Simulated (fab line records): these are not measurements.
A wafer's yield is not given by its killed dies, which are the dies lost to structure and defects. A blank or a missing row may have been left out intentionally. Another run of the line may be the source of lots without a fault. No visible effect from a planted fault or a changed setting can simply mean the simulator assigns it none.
A lot that was struck, set against a sound lot || flow n5_finfet || 35 out of 1938 route steps
Sound: the wafers L813.1, L813.2, L813.3. Struck: wafer L798.4 (left out: L798.2, L798.6 of the same lot, which were not struck); the cause appears at the end.
At each step with rows: each side's tool, then ch and its chambers, then its first start. Under that, the readings that differ: sound wafers || struck wafers || difference of the means || sigmas: that difference in standard deviations of wafers without a fault.
alike: readings whose means differ by less than 2 such deviations, and words and numbers that are the same on both sides. not compared: withheld readings, readings that some wafer has no value for, bounds like >300 that may hide the same value, and numbers for which the record gives no deviation and whose values overlap.
A row with sigmas, a row that says differs or no value, or rows on one side alone: a step with any of these is where the two part. Numbers that don't overlap but have no deviation are shown without sigmas and don't part them. Lack of a reading on every wafer of one side parts them only where that side has two or more wafers.

first, 9 steps without rows for these wafers: N5_BEOL_M14_COAT_22 (resist thk 300 nm); N5_BEOL_M14_EBR_24; N5_BEOL_M14_SOFTBAKE_23 (time 60 s); N5_BEOL_M14_EXPOSE_25 (exposes mask M14, target cd 280 nm); N5_BEOL_M14_PEB_26 (peb time 90 s); N5_BEOL_M14_DEVELOP_27 (develop time 45 s); N5_BEOL_M14_HARDBAKE_32 (time 120 s); N5_BEOL_M14_DESCUM_33 (chemistry O2, time 7.9 s); N5_BEOL_M14_ETCH_67 (etches SiARC in CF4, target depth 143 nm, time 238.3 s).
N5_BEOL_M14_ETCH_68: etches SOC in N2/H2, time 450 s.
  sound on rie_diel-05 ch 1,2,3, day 18 05:40; struck on rie_diel-01 ch 0, day 12 17:41
{"reading": "rf_fwd_power_W (W)", "sound": "2988 3005 3008", "struck": 2968, "difference": -32, "sigmas": -3}
  alike: drypump_motor_current_A, oes_product_au, rf_vpp_V, showerhead_plenum_p_Torr, throttle_valve_pct
  not compared: rf_hours_counter_h
then, 24 steps without rows for these wafers: N5_BEOL_M14_STRIP_69 (strips in N2/H2); N5_BEOL_M14_TRENCH_ETCH_34 (etches SiO2 in C4F8/O2/Ar, target depth 556.65 nm, time 126.9 s); N5_BEOL_M14_STRIP_70 (strips in C4F8/O2/Ar); N5_BEOL_M14_STRIP_37 (strips in O2); N5_BEOL_M14_ETCH_38 (etches SiCN in CF4/N2, target depth 106.5 nm, time 120.6 s); N5_BEOL_M14_PRECLEAN_39 (cleans in residue remover, time 60 s); N5_BEOL_M14_SRD_40 (time 30 s, dry time 30 s); N5_BEOL_M14_DEGAS_41 (time 60 s); N5_BEOL_M14_PRE_CLEAN_42 (time 30 s); N5_BEOL_M14_SPUTTER_43 (material TaN, target thk 15 nm, time 24.19 s); N5_BEOL_M14_SPUTTER_44 (material Ta, target thk 15 nm, time 24.19 s); N5_BEOL_M14_SPUTTER_45 (material Cu, target thk 100 nm, time 16.67 s); N5_BEOL_M14_ECD_47 (material Cu, target thk 1248 nm); N5_BEOL_M14_ANNEAL_48 (time 90 s); N5_BEOL_M14_CMP_49 (polishes, stops on SiO2, t overpolish 5.2 s, target thk 560 nm); N5_BEOL_M14_PRE_CLEAN_52 (time 15 s); N5_BEOL_M14_DEP_53 (deposits SiCN from 3MS/NH3, target thk 50 nm, time 17.8 s); N5_BEOL_M15_ILD_DEP_00 (deposits SiO2 from TEOS/O2, target thk 1629.3 nm, time 346.1 s); N5_BEOL_M15_COAT_58 (time 60 s, resist thk 89 nm); N5_BEOL_M15_COAT_04 (resist thk 800 nm); N5_BEOL_M15_EBR_06; N5_BEOL_M15_SOFTBAKE_05 (time 60 s); N5_BEOL_M15_EXPOSE_07 (exposes mask V14); N5_BEOL_M15_PEB_08 (peb time 90 s).
N5_PASSIVATION_PROBE_49:
  only the struck wafers here have rows in the record (prober-01, day 13 15:52); the sound ones have none

== WHERE THEY PART ==
At N5_BEOL_M14_ETCH_68 first; at N5_PASSIVATION_PROBE_49 last (within this record only).

WHY: the cause the simulator had injected
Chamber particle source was rie_diel-01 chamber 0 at N5_BEOL_M14_ETCH_68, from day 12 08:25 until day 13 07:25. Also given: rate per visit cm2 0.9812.
